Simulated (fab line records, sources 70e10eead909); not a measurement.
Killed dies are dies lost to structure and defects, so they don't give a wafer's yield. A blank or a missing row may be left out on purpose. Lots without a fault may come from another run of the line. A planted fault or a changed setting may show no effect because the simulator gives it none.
Problem report in the 8D (eight disciplines) form, filled by code | flow nand_harc | the parts of the form that need people (team, actions taken, sign-off) are left out

1. THE PROBLEM
killed_at_array at NHARC_END_SORT_01 reads a mean of 668 on 2 wafers of 2 lots; wafers without a fault read 54 with a standard deviation of 12. That is +51 standard deviations from the usual mean.
First seen on wafer L712.5, day 31 18:13, on prober-02. The record holds 36 wafers of 12 lots with a number at this step. Rule for "out", or "out of limits": more than 4 standard deviations from the usual mean. The other wafers with a number count as sound.

2. WHAT IT IS AND WHAT IT IS NOT
question                    | is                           | is not
which readings at this step | killed_at_array, killed_dies | killed_at_periphery, killed_open, killed_short
which lots                  | L712, L714                   | L695, L696, L698, L699, L700, L703, L704, L707, L715, L718
which wafers of those lots  | L712.5, L714.6               | L712.3, L712.4, L714.2, L714.3
read on which gauges        | prober-01, prober-02         | -
when                        | from day 31 18:13            | up to then (26 sound wafers); but 8 sound wafers of L714, L715, L718 came after

3. SUSPECTS, AND WHAT RULES EACH OUT
Counting: a tool at a process step up to the reading stays a suspect if it ran every lot that is out. Sound lots after the first of them don't rule it out here, since some wafers of a struck lot are sound.
- the gauge at NHARC_END_SORT_01: ruled out. The wafers that are out were read on 2 gauges (prober-01, prober-02).
- rie_diel-09 at NHARC_A_SLIT_ETCH_24 (etches the open film in CF4/CHF3, target depth 121 nm, time 60.5 s): kept. It ran every lot that is out, first L712 (day 27 02:16); its last sound lot up to then is L704 (day 23 18:27). Its own readings are out on those wafers: run_length_s.
Left after counting: rie_diel-09 at NHARC_A_SLIT_ETCH_24.

4. THE CAUSE (what the simulator had put in)
Process parameter drift: rie_diel-09, from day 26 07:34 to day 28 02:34, at NHARC_A_SLIT_ETCH_24. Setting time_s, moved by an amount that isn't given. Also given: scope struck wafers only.
Counting left only this tool.

5. THE CHAIN OF EFFECTS, in route order
Each row: a reading whose mean over the struck wafers that have a number lies more than 3 standard deviations from the usual. Only readings for which the record gives a usual standard deviation are gone through. hours: the time from each lot's start at the first step in this table that gives one to its start at this step, as a median over the lots. sigmas: the change in usual standard deviations.
hours | step                 | reading         | usual  | on struck wafers | change | sigmas
0     | NHARC_A_SLIT_ETCH_24 | run_length_s    | 82.0 s | 67.2             | -14.8  | -35
111   | NHARC_END_SORT_01    | killed_at_array | 54     | 668              | +614   | +51
111   | NHARC_END_SORT_01    | killed_dies     | 59     | 674              | +614   | +47
The process steps in it:
- NHARC_A_SLIT_ETCH_24: etches the open film in CF4/CHF3, target depth 121 nm, time 60.5 s.

6. WHAT WOULD HAVE CAUGHT IT SOONER
In this record the first reading out of limits at a measuring or inspecting step was taken at day 31 18:13, 131 hours after the fault began at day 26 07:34.
The tool's own readings at NHARC_A_SLIT_ETCH_24 were out on every struck wafer that the step has a row for (run_length_s): an alarm limit on them would have fired on the first of those.
All the lots that are out (2) had begun NHARC_A_SLIT_ETCH_24 on rie_diel-09 by day 31 18:13. A hold on the tool at that time would have spared none of them.
